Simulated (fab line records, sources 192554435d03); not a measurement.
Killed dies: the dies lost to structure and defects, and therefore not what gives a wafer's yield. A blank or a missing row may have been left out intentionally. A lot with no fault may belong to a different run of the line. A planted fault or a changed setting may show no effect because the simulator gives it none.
Lot-split experiment -- flow n5_finfet -- 21 wafers read across 7 lots, on a route 1938 steps long

== ABOUT THE SPLIT ==
At N5_BEOL_M0_SAQP_SPACER2_ALD_26 (deposits SiO2, target thk 15 nm, pulse time 1 s, purge time 2 s), the setting target_thk_a was moved away from the recipe's 150 angstrom on 9 of the 21 wafers read, by -11.2% to +7.3%. All remaining wafers had this setting at the recipe value.

== FROM THE SPLIT TO THE READING: what the file shows between them, 2 steps ==
- N5_BEOL_M0_SAQP_SPACER2_ETCHBACK_27: etches SiO2 in CHF3/O2, target depth 22.5 nm, time 11.25 s (also split here: time_s)
- N5_BEOL_M0_SAQP_MANDREL2_REMOVE_110: chemistry HBr/Cl2/O2, target a-Si, stops on SiCN, bt time 10 s

== THE READING ==
Shown in nm: cd_nm at N5_BEOL_M0_SAQP_CD_MEAS_29, with target cd 14.4 nm. Typical for fault-free wafers on this fab line: 15.00 nm, with standard deviation 0.24 nm.

wafer,"tool, chamber at the split","target_thk_a as run, angstrom",against the recipe,"cd_nm, nm",against lot-mates on the recipe
L082.1,"ald_sin-02, 1",133.2,-11.2%,13.09,-1.97
L082.2,"ald_sin-02, 0",150,recipe,15.06,-
L082.6,"ald_sin-02, 3",133.2,-11.2%,12.97,-2.09
L083.1,"ald_sin-02, 1",134.6,-10.3%,13.89,-1.11
L083.4,"ald_sin-02, 0",150,recipe,15.00,-
L083.6,"ald_sin-02, 0",134.6,-10.3%,13.35,-1.65
L087.1,"ald_sin-01, 2",150,recipe,15.12,-
L087.4,"ald_sin-01, 0,3",144.6,-3.6%,14.36,-0.76
L087.6,"ald_sin-01, 0,3",144.6,-3.6%,14.27,-0.85
L090.2,"ald_sin-01, 3,1",150,recipe,15.06,-
L090.3,"ald_sin-01, 3,1",150,recipe,15.34,-
L090.5,"ald_sin-01, 0",150,recipe,15.51,-
L092.1,"ald_sin-01, 1",150,recipe,14.95,-
L092.3,"ald_sin-01, 0",161,+7.3%,15.82,+0.86
L092.5,"ald_sin-01, 1",150,recipe,14.98,-
L093.3,"ald_sin-02, 1,2",150,recipe,15.11,-
L093.4,"ald_sin-02, 1,2",150,recipe,14.86,-
L093.6,"ald_sin-02, 1",150,recipe,15.00,-
L094.1,"ald_sin-04, 3",150,recipe,15.33,-
L094.5,"ald_sin-04, 0,1",144.8,-3.5%,14.11,-1.22
L094.6,"ald_sin-04, 0,1",144.8,-3.5%,14.21,-1.12
The file does not say which wafer passed through which chamber wherever a row lists several chambers: such a row stands for several wafers.

THE FIT
A straight line over all 21 wafers: cd_nm changes by +0.159 nm for each +1% of target_thk_a; r = +0.95; the points scatter about the line by 0.25 nm.
The same after taking each lot's own level away (the mean of its wafers on the recipe; 21 wafers): +0.158 nm for each +1%; r = +0.95; scatter 0.26 nm.
The reading moves by 1.8 nm for the largest change in target_thk_a, on that fit.
Across the lots, their own levels run from 14.965 to 15.330 nm, a range of 1.5 times the standard deviation given above.
Hence the lot-to-lot level has little effect on the slope; both slopes agree.
Check: with one of the wafers moved furthest among these (-11.2%) left out of the fit, the line predicts -1.83 nm for it against its lot-mates. It came out at -1.97 nm against them.

== THESE WAFERS: OTHER SPLITS ==
Other splits were also applied to these wafers ahead of the reading. Each is held against what the fit with the lots' levels taken away leaves over:
other split on the same wafers,wafers away from the commonest value,r with cd_nm (lot level and that fit taken away)
N5_MOL_CONTACT_COAG_ETCH_105 bias_w,7,-0.16
N5_MOL_CONTACT_COAG_ETCHBACK_136 target_depth_a,10,+0.00
N5_MOL_CONTACT_COAG_VIA_ETCH_117 bias_w,6,-0.06
N5_BEOL_M0_SAQP_PECVD_00 time_s,9,+0.06
N5_BEOL_M0_SAQP_HM_DEP_02 target_thk_a,4,+0.22
N5_BEOL_M0_SAQP_SPACER2_ETCHBACK_27 time_s,3,-0.42

== THE WHOLE CHAIN: every reading that the file lists as answering this split, in the file's order ==
step,what it does,reading,change (the file's fit),r (the file's)
N5_BEOL_M0_SAQP_SPACER2_ALD_26,"deposits SiO2, target thk 15 nm, pulse time 1 s, purge time 2 s","SiO2_of_BEOL_M0_SAQP_SPACER2_ALD_26.thk_nm (the simulator's own value, which no gauge read)",+0.147 nm for each +1% of the setting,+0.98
N5_BEOL_M0_SAQP_MANDREL2_REMOVE_110,"chemistry HBr/Cl2/O2, target a-Si, stops on SiCN, bt time 10 s","BEOL_M0_SAQP.cd_nm (the simulator's own value, which no gauge read)",+0.146 nm for each +1% of the setting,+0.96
N5_BEOL_M0_SAQP_CD_MEAS_29,target cd 14.4 nm,cd_nm,+0.162 nm for each +1% of the setting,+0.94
N5_BEOL_M0_ETCH_138,"etches SiCN in CH3F/O2, target depth 12 nm, time 31.6 s","SiO2_of_BEOL_M0_SAQP_SPACER2_ALD_26.thk_nm (the simulator's own value, which no gauge read)",+0.162 nm for each +1% of the setting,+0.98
N5_BEOL_M0_HM_OPEN_105,"chemistry Cl2/BCl3, target TiN, target depth 12 nm","SiO2_of_BEOL_M0_SAQP_SPACER2_ALD_26.thk_nm (the simulator's own value, which no gauge read)","not straight: 1.6 at the lowest setting, 2.817 at the recipe, 4 at the highest",not given

== FILE'S OWN FIT ==
cd_nm changes by +0.162 nm for each +1% of target_thk_a, r = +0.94.
